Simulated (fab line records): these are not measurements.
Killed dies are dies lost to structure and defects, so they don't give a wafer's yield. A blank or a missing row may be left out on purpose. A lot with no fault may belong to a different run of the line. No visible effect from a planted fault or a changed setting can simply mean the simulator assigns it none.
Which tool did it? | flow n5-finfet | 9 lots, 27 wafers sampled, at 1 step of a route of 1938

## WHAT THE GAUGES SHOWED, per wafer
N5_BEOL_M4_RC_MEAS_101. Usual: DIBL_N 36.4 mV/V, standard deviation 1.4; DIBL_P 36.3 mV/V, standard deviation 1.5; IOFF_N 0.162 nA/um, standard deviation 0.023; IOFF_P 0.211 nA/um, standard deviation 0.027; ION_N 676 uA/um, standard deviation 9.7; ION_P 463 uA/um, standard deviation 6.4; SS_N 71.5 mV/dec, standard deviation 0.5; SS_P 73.3 mV/dec, standard deviation 0.6; VT_N 249.3 mV, standard deviation 2.5; VT_P -249.9 mV, standard deviation 2.8.
lot  | measured     | on        | DIBL_N (mV/V)  | DIBL_P (mV/V)  | IOFF_N (nA/um)    | IOFF_P (nA/um)    | ION_N (uA/um) | ION_P (uA/um) | SS_N (mV/dec)  | SS_P (mV/dec)  | VT_N (mV)         | VT_P (mV)            | flag
L335 | day 7 19:14  | prober-02 | 37.8 37.2 38.0 | 35.0 35.9 36.3 | 0.163 0.155 0.161 | 0.205 0.225 0.222 | 663 672 664   | 456 466 457   | 72.0 71.1 71.8 | 73.1 72.1 73.2 | 250.6 249.4 250.6 | -251.6 -249.4 -248.1 |
L336 | day 8 05:42  | prober-02 | 36.4 37.6 36.8 | 35.9 36.8 35.5 | 0.157 0.184 0.168 | 0.212 0.222 0.214 | 680 685 683   | 470 468 468   | 70.9 71.6 71.6 | 73.2 73.4 72.8 | 248.7 247.1 247.9 | -249.4 -247.8 -248.2 |
L341 | day 9 20:55  | prober-01 | 33.7 36.4 37.4 | 33.6 36.3 38.2 | 0.121 0.162 0.174 | 0.176 0.223 0.237 | 664 671 670   | 462 461 458   | 70.7 70.9 71.6 | 72.0 72.7 73.3 | 253.4 249.2 249.3 | -253.6 -250.1 -247.8 |
L342 | day 10 01:58 | prober-01 | 36.1 35.1 34.5 | 37.9 36.0 35.8 | 0.168 0.144 0.128 | 0.210 0.177 0.178 | 679 674 660   | 464 458 460   | 71.3 71.2 71.1 | 74.0 73.6 73.0 | 247.3 250.4 252.3 | -248.0 -253.1 -252.5 |
L347 | day 11 01:06 | prober-02 | 38.3 36.5 37.7 | 37.4 35.2 36.0 | 0.166 0.143 0.160 | 0.247 0.202 0.222 | 669 679 670   | 462 467 455   | 71.2 71.3 71.3 | 73.4 73.2 72.9 | 248.3 247.4 249.1 | -245.2 -248.1 -247.1 |
L348 | day 11 18:20 | prober-01 | 34.3 34.6 35.2 | 35.4 35.9 36.9 | 0.136 0.147 0.150 | 0.184 0.193 0.198 | 668 677 685   | 454 472 471   | 71.1 70.8 72.1 | 73.6 74.0 73.9 | 251.5 252.0 250.6 | -252.0 -252.7 -252.0 |
L353 | day 13 04:40 | prober-02 | 35.7 36.4 36.1 | 35.6 37.2 36.2 | 0.161 0.173 0.163 | 0.188 0.212 0.193 | 681 675 689   | 458 457 462   | 72.2 71.8 71.4 | 73.8 74.8 73.2 | 249.8 248.5 250.0 | -252.5 -249.4 -252.2 |
L355 | day 13 06:31 | prober-01 | 37.0 37.3 36.8 | 36.4 36.7 36.8 | 0.156 0.175 0.174 | 0.200 0.210 0.204 | 667 675 687   | 459 459 470   | 72.0 71.3 71.8 | 74.1 74.1 74.6 | 250.4 249.3 245.5 | -252.9 -251.6 -251.3 |
L354 | day 13 07:33 | prober-02 | 36.0 36.4 36.4 | 34.2 33.9 35.0 | 0.153 0.162 0.162 | 0.213 0.216 0.231 | 670 661 665   | 462 457 466   | 71.6 71.6 71.4 | 73.0 71.9 73.6 | 250.2 250.8 250.8 | -250.2 -246.2 -248.0 |

## EACH LOT AND THE TOOL THAT RAN IT (in order: tool; ch and the chambers of the sampled wafers; start)
There is no process step in the record ahead of these readings.

## AS READ BY THE TOOLS THEMSELVES (means over the sampled wafers that have a number; for cases with no such wafer, the mark the record gives instead)
The record holds no such reading with a usual standard deviation.

## THE ANSWER, worked out from the rows above alone
Rule: a lot counts as off when the mean over its wafers that have a number is more than 3 standard deviations away from the usual mean. A lot without any number at a reading at which 4 lots or more have one is off too. All remaining lots with rows at the step are treated as sound. After the gauges, taken in route order, come the tools' own readings; for these a lot's mean is taken, as printed above. The first step at which some lot is off is used, and at that step the reading that is off furthest; a lot without a number counts as furthest.
No lot is off at any reading shown: from this, nothing can be told.

## WHAT THE SIMULATOR HAD PUT IN
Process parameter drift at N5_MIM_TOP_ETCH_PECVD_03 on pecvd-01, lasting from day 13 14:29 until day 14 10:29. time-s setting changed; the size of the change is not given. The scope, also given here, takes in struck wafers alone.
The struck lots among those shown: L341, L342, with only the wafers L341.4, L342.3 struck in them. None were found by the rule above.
